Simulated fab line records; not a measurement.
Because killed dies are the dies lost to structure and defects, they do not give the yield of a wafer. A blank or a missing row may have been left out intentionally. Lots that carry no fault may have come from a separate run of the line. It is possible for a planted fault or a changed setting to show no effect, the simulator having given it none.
One fault seen from 2 desks    flow n5_finfet    every desk sees just its own numbers, and what lay behind them comes last

== THE METROLOGY DESK ==
Lot by lot, what the gauges showed, no matter which tool ran the lot: averages of those sampled wafers that carry a number. The brackets show how far a lot's mean lies from the usual mean; more than 4 standard deviations puts the lot out of limits, marked OUT. 7 of its 11 readings are shown: the first one out of limits and those lying furthest out on some lot.
Columns: A = cd_nm at N5_BEOL_M0_SAQP_CD_MEAS_40, usual 29.98 nm; B = DIBL_N at N5_BEOL_M4_RC_MEAS_101, usual 37.7 mV/V; C = IOFF_P at N5_BEOL_M4_RC_MEAS_101, usual 0.23 nA/um; D = ION_N at N5_BEOL_M4_RC_MEAS_101, usual 681 uA/um; E = ION_P at N5_BEOL_M4_RC_MEAS_101, usual 463 uA/um; F = SS_N at N5_BEOL_M4_RC_MEAS_101, usual 71.9 mV/dec; G = VT_P at N5_BEOL_M4_RC_MEAS_101, usual -249 mV
lot   first seen here  A                B     C     D    E    F     G
L700  day 6 05:04      29.90            38.4  0.28  677  465  72.4  -243
L702  day 6 07:35      29.88            40.5  0.26  694  476  72.5  -249
L703  day 6 23:46      29.69            37.7  0.21  686  460  71.3  -252
L707  day 7 14:53      30.20            39.4  0.24  674  457  72.4  -249
L708  day 7 20:15      29.67            37.6  0.23  685  463  72.7  -252
L709  day 8 01:44      30.15            38.9  0.24  672  459  72.1  -248
L712  day 8 20:47      29.89            38.3  0.22  680  459  72.1  -251
L713  day 8 23:58      30.30            36.7  0.23  675  460  71.5  -250
L715  day 9 15:22      20.66 (-36) OUT  37.4  0.22  676  468  71.1  -250
L723  day 11 11:45     30.05            35.6  0.23  676  466  71.5  -247
This desk finds L715 out of limits, L715 being first, at day 9 15:22 (cd_nm at N5_BEOL_M0_SAQP_CD_MEAS_40). In limits: L700, L702, L703, L707, L708, L709, L712, L713, L723.

== THE DEFECT DESK ==
Counts from the inspections along the route, per lot, as means over the sampled wafers that have a number. The brackets show how far a lot's mean lies from the usual mean; more than 4 standard deviations puts the lot out of limits, marked OUT.
Columns: A = raw_defect_count at N5_BEOL_M0_SAQP_INSPECT_42, usual 289
lot   first seen here  A
L700  day 6 05:09      229
L702  day 6 07:40      256
L703  day 6 23:51      238
L707  day 7 14:58      269
L708  day 7 20:20      290
L709  day 8 01:50      285
L712  day 8 20:53      253
L713  day 9 00:03      192
L715  day 9 15:27      282
L723  day 11 11:50     210
Finding of this desk: none of the 10 lots has anything out of limits.

== PUT TOGETHER ==
L715 would have let the metrology desk raise an alarm at day 9 15:22.
The defect desk saw nothing out of limits.
The defect desk has L715 on record, within its limits.
Every lot named ran N5_BEOL_M0_SAQP_EXPOSE_37 on euv_scanner-01.

== WHAT HAD BEEN PUT IN BY THE SIMULATOR ==
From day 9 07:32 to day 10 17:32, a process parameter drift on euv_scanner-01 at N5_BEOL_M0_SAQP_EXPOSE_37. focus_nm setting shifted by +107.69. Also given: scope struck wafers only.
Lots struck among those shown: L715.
Delay in hours, fault start to first out-of-limits reading, per desk: metrology desk 8.
